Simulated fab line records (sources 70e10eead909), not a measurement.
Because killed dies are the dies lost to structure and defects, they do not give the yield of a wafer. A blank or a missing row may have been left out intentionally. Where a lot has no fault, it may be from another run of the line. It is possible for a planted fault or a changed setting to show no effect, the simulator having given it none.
Chamber matching / flow nand harc / NHARC_HYBRID_BOND_ACTIVATE_00 on rie diel-11: 4 sister chambers
The step chemistry N2, time 60 s. 4 wafers are shown with their chamber, then 9 later ones without.

== WAFERS, EACH WITH ITS CHAMBER ==
wafer=L652.5; chamber=1; drypump motor current A (A)=5.0
wafer=L650.6; chamber=3; drypump motor current A (A)=6.2
wafer=L653.2; chamber=2; drypump motor current A (A)=5.8
wafer=L653.5; chamber=0; drypump motor current A (A)=6.4

== WAFERS WITHOUT THEIR CHAMBER ==
wafer=L658.3; drypump motor current A (A)=6.2
wafer=L658.5; drypump motor current A (A)=5.0
wafer=L658.6; drypump motor current A (A)=5.9
wafer=L661.1; drypump motor current A (A)=5.8
wafer=L661.3; drypump motor current A (A)=6.2
wafer=L661.4; drypump motor current A (A)=5.0
wafer=L663.4; drypump motor current A (A)=6.2
wafer=L663.5; drypump motor current A (A)=6.4
wafer=L663.6; drypump motor current A (A)=6.2

== WHICH CHAMBER EACH ONE RAN IN ==
wafer=L658.3; from the rows above=3; in truth=3
wafer=L658.5; from the rows above=1; in truth=1
wafer=L658.6; from the rows above=2; in truth=2
wafer=L661.1; from the rows above=2; in truth=2
wafer=L661.3; from the rows above=3; in truth=3
wafer=L661.4; from the rows above=1; in truth=1
wafer=L663.4; from the rows above=3; in truth=3
wafer=L663.5; from the rows above=0; in truth=0
wafer=L663.6; from the rows above=3; in truth=3
Correct placement for 9 of the 9. Not placeable from these rows: 0. Number placed wrongly: 0.
How it was worked out, from the rows above alone: a wafer's distance from a chamber is the root of the sum, over the readings, of the square of ((its reading less the chamber's mean) divided by the reading's scatter). The wafer belongs to the nearest chamber; if the next one is less than 2 further off, it can't be placed. Each chamber's mean is taken over the wafers shown for it. The scatter (one wafer shown for each chamber): square how far every hidden wafer sits from the nearest shown wafer, average those squares and take the square root.
